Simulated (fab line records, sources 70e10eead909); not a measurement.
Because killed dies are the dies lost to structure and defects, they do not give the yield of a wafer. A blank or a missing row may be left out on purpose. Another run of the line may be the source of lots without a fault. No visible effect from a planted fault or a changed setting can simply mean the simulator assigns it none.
A struck lot beside a sound one    flow nand_harc    17 steps out of a route of 1159
Sound: the wafers L827.1, L827.4, L827.6. Wafers struck: L830.2, L830.3, L830.5. The cause comes at the end.
At each step with rows: each side's tool, then ch and its chambers, then its first start. Under that, the readings that differ: sound wafers    struck wafers    difference of the means    sigmas: that difference in standard deviations of wafers without a fault.
alike: same words and numbers on both sides, and readings whose means sit less than 2 such deviations apart. not compared: any withheld reading, any reading some wafer has no value for, any bound like >300 that may hide the same value, and any number with overlapping values for which the record gives no deviation.
Wherever a step has rows on one side only, a row that says differs or no value, or a row with sigmas, the two part there. Non-overlapping numbers with no deviation appear without sigmas and do not part them. A reading that every wafer of one side lacks parts them only if that side has two wafers or more.

NHARC_P_GATE_CD_MEAS_59 targets a cd of 720 nm.
  sound on cd_sem-02 ch 0, day 6 01:59; struck on cd_sem-02 ch 0, day 6 16:25
  alike: cd_nm
then, 1 step without rows for these wafers: NHARC_P_GATE_HARDBAKE_60 (time 80 s).
NHARC_P_GATE_DESCUM_61: chemistry O2, time 3 s.
  sound on rie_diel-11 ch 1,2, day 6 02:10; struck on rie_diel-08 ch 0,1,2, day 6 16:34
  alike: drypump_motor_current_A, o2_flow_sccm, oes_product_au, rf_vpp_V, showerhead_plenum_p_Torr, throttle_valve_pct
  not compared: rf_hours_counter_h
next, for these wafers, 1 step has no rows: NHARC_P_GATE_IMPLANT_62.
NHARC_P_GATE_STRIP_112: strips in N2/H2, time 200 s.
  sound on plasma_asher-02 ch 1, day 6 02:31; struck on plasma_asher-02 ch 0,1, day 6 16:59
  alike: drypump_motor_current_A, heater_power_w
  not compared: rf_hours_counter_h
NHARC_P_GATE_STRIP_76: strips in O2.
  sound on plasma_asher-02 ch 1, day 6 02:47; struck on plasma_asher-02 ch 0,1, day 6 17:13
  alike: drypump_motor_current_A, heater_power_w
  not compared: rf_hours_counter_h
then, 6 steps without rows for these wafers: NHARC_P_GATE_STRIP_63 (strips in SPM, time 900 s); NHARC_P_GATE_DEHYDRATE_83 (time 120 s); NHARC_P_GATE_HMDS_84 (time 30 s); NHARC_P_GATE_COAT_85; NHARC_P_GATE_SOFTBAKE_86 (time 95 s); NHARC_P_GATE_EBR_87.
NHARC_P_GATE_EXPOSE_88: exposes mask P HVN, target cd 2000 nm.
  sound on krf_scanner-01 ch 0, day 6 03:25; struck on krf_scanner-01 ch 0, day 6 17:58
reading  sound                    struck                            difference  sigmas
mask     P_HVN#0 P_HVN#0 P_HVN#0  P_HVN_R1#0 P_HVN_R1#0 P_HVN_R1#0  differs     
then, 2 steps without rows for these wafers: NHARC_P_GATE_PEB_89 (peb time 85 s); NHARC_P_GATE_DEVELOP_90 (time 70 s).
NHARC_P_GATE_CD_MEAS_91 targets a cd of 2000 nm.
  sound on cd_sem-01 ch 0, day 6 03:34; struck on cd_sem-03 ch 0
reading     sound                 struck                difference  sigmas
cd_nm (nm)  2001.3 2001.3 2000.6  1872.0 1874.0 1873.3  -128.0      -64
  not compared: hold
NHARC_END_SORT_01:
  the record has rows for the sound wafers here (prober-02 ch 0, day 20 02:59) and none for the struck ones

WHERE THEY PART
At NHARC_P_GATE_EXPOSE_88 first; at NHARC_END_SORT_01 last (within this record only).

WHY: the cause the simulator had injected
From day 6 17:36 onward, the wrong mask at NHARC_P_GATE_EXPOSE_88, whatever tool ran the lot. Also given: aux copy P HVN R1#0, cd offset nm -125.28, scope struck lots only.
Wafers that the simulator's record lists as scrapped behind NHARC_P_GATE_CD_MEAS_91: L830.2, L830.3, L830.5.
